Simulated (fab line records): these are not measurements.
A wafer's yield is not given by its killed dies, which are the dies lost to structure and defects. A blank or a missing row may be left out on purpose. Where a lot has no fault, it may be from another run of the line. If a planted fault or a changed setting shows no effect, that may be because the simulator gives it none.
Struck lot and sound lot, side by side | flow nandHarc | 14 out of 1302 route steps
Sound: these wafers, L399.4, L399.5, L399.6. Wafers struck: L385.1, L385.4, L385.6. At the end, the cause is stated.
Order at every step that has rows: each side's tool, ch and its chambers, its first start. Under that, the readings that differ: sound wafers | struck wafers | difference of the means | sigmas: that difference in standard deviations of wafers without a fault.
alike: same words and numbers on both sides, and readings whose means sit less than 2 such deviations apart. not compared: any withheld reading, any reading some wafer has no value for, any bound like >300 that may hide the same value, and any number with overlapping values for which the record gives no deviation.
Wherever a step has rows on one side only, a row that says differs or no value, or a row with sigmas, the two part there. Numbers that have no deviation but don't overlap get no sigmas and don't part them. Lack of a reading on every wafer of one side parts them only where that side has two or more wafers.

first, 8 steps without rows for these wafers: NHARC_A_STAIRCASE_HMDS_159 (time 30 s); NHARC_A_STAIRCASE_COAT_160; NHARC_A_STAIRCASE_SOFTBAKE_161 (time 170 s); NHARC_A_STAIRCASE_EBR_162; NHARC_A_STAIRCASE_EXPOSE_163 (exposes mask STAIR OPEN); NHARC_A_STAIRCASE_PEB_164 (peb time 130 s); NHARC_A_STAIRCASE_DEVELOP_165 (time 140 s); NHARC_A_STAIRCASE_HARDBAKE_167 (time 140 s).
NHARC_A_STAIRCASE_DESCUM_168: chemistry O2, time 3 s.
  sound on rieDiel-11 ch 0,3, day 22 18:36; struck on rieDiel-03 ch 1,2,3, day 17 11:19
  alike: drypumpMotorCurrentA, oesProductAu, rfVppV, showerheadPlenumPTorr, throttleValvePct
  not compared: rfHoursCounterH
NHARC_A_STAIRCASE_ETCH_169: etches the open film in CH3F/O2, target depth 50 nm, time 107.1 s.
  sound on rieDiel-11 ch 0,3, day 22 18:41; struck on rieDiel-03 ch 2,3, day 17 11:23
reading                  | sound       | struck      | difference | sigmas
drypumpMotorCurrentA (A) | 5.5 5.2 5.5 | 6.3 6.1 6.1 | +0.8       | +2
  alike: oesProductAu, rfVppV, showerheadPlenumPTorr, throttleValvePct
  not compared: rfHoursCounterH
NHARC_A_STAIRCASE_ETCH_170: etches the open film in C4F6/O2, target depth 200 nm, time 66.667 s.
  sound: rieDiel-11 ch 0,2,3; struck: rieDiel-03 ch 0,2
  alike: drypumpMotorCurrentA, oesProductAu, rfVppV, showerheadPlenumPTorr, throttleValvePct
  not compared: rfHoursCounterH
NHARC_A_STAIRCASE_STRIP_171: strips in O2.
  sound on plasmaAsher-02 ch 0,1, day 22 19:04; struck on plasmaAsher-02 ch 0,1, day 17 11:40
  no value came back on the struck wafers for drypumpMotorCurrentA (A), heaterPowerW (W); on the sound wafers drypumpMotorCurrentA (A) reads 6.13 5.81 6.12
  not compared: rfHoursCounterH
then, 1 step without rows for these wafers: NHARC_A_STAIRCASE_STRIP_172 (strips in SPM, time 900 s).
-- the record jumps here: 9 days lie between the struck wafers' starts before and after (it left off in module A_STAIRCASE and takes up again in module END, whose first step shown is number 1302 of the route) --
NHARC_END_SORT_01:
  at this point the record logs the struck wafers (prober-02 ch 0, day 26 00:18) and has no rows for the sound ones

WHERE THEY PART
Earliest at NHARC_A_STAIRCASE_ETCH_169; latest, in this record, at NHARC_END_SORT_01.

WHY: what the simulator had put in
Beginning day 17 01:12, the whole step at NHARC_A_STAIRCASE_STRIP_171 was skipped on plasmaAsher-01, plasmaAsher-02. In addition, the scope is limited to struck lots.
